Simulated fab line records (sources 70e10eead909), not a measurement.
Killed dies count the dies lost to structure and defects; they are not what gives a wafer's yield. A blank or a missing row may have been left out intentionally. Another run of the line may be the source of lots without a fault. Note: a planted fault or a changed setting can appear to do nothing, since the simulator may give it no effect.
Comparing a struck lot with a sound one / flow nand_harc / 13 out of 1302 route steps
Sound: these wafers, L748.2, L748.3, L748.6. Wafers L755.1, L755.3, L755.4 were the ones struck. Last of all comes the cause.
Each step with rows lists, per side, the tool, then ch with its chambers, then its first start. Under that, the readings that differ: sound wafers / struck wafers / difference of the means / sigmas: that difference in standard deviations of wafers without a fault.
alike: readings whose means differ by less than 2 such deviations, and words and numbers that are the same on both sides. not compared: withheld readings, readings that some wafer has no value for, bounds like >300 that may hide the same value, and numbers for which the record gives no deviation and whose values overlap.
A row with sigmas, a row that says differs or no value, or rows on one side alone: a step with any of these is where the two part. Numbers that don't overlap but have no deviation are shown without sigmas and don't part them. A reading missing from all wafers of one side parts the sides only when that side holds two or more wafers.

NHARC_A_DECK1_JOINT_CMP_13: polishes, target thk 51.023 nm.
  sound on cmp-04 ch 0,1, day 13 04:41; struck on cmp-04 ch 0,1,3, day 15 15:35
  alike: edge_zone_pressure_frac, motor_current_A, time_to_endpoint_s
NHARC_A_DECK1_JOINT_THK_MEAS_14: measures by ellipsometry.
  sound: film_metro-01 at day 13 04:57; struck: film_metro-02 at day 15 15:49
  alike: thk_nm
next, for these wafers, 1 step has no rows: NHARC_A_DECK1_JOINT_SRD_04.
NHARC_A_DECK1_JOINT_ETCHBACK_00: etches the open film in HBr, target depth 30 nm, time 17.4 s.
  sound on rie_si-01 ch 2,3, day 13 05:05; struck on rie_si-02 ch 0,2,3, day 15 15:56
  alike: drypump_motor_current_A, oes_product_au, throttle_valve_pct
  not compared: rf_hours_counter_h
then, 8 steps without rows for these wafers: NHARC_A_DECK1_JOINT_PRECLEAN_30 (cleans in SC1); NHARC_A_DECK1_JOINT_SRD_31; NHARC_A_DECK1_JOINT_CVD_34 (deposits SiNx, target thk 20 nm); NHARC_A_DECK1_JOINT_DEP_06 (deposits SiOx, target thk 80 nm); NHARC_A_DECK1_JOINT_CURE_26 (time 32 s); NHARC_A_DECK1_JOINT_ANNEAL_27 (time 3600 s); NHARC_A_DECK1_JOINT_ANNEAL_28 (time 1800 s); NHARC_A_DECK1_JOINT_ANNEAL_29 (time 1800 s).
NHARC_A_DECK1_JOINT_CMP_02: polishes SiOx.
  sound on cmp-04 ch 0,1,2, day 14 04:50; struck on cmp-02 ch 1,2,3, day 16 14:43
  no value came back on the struck wafers for edge_zone_pressure_frac, motor_current_A (A); on the sound wafers edge_zone_pressure_frac reads 0.996 1.011 0.986

WHERE THEY PART
Within this record, at NHARC_A_DECK1_JOINT_CMP_02 only.

WHY: what had been put in by the simulator
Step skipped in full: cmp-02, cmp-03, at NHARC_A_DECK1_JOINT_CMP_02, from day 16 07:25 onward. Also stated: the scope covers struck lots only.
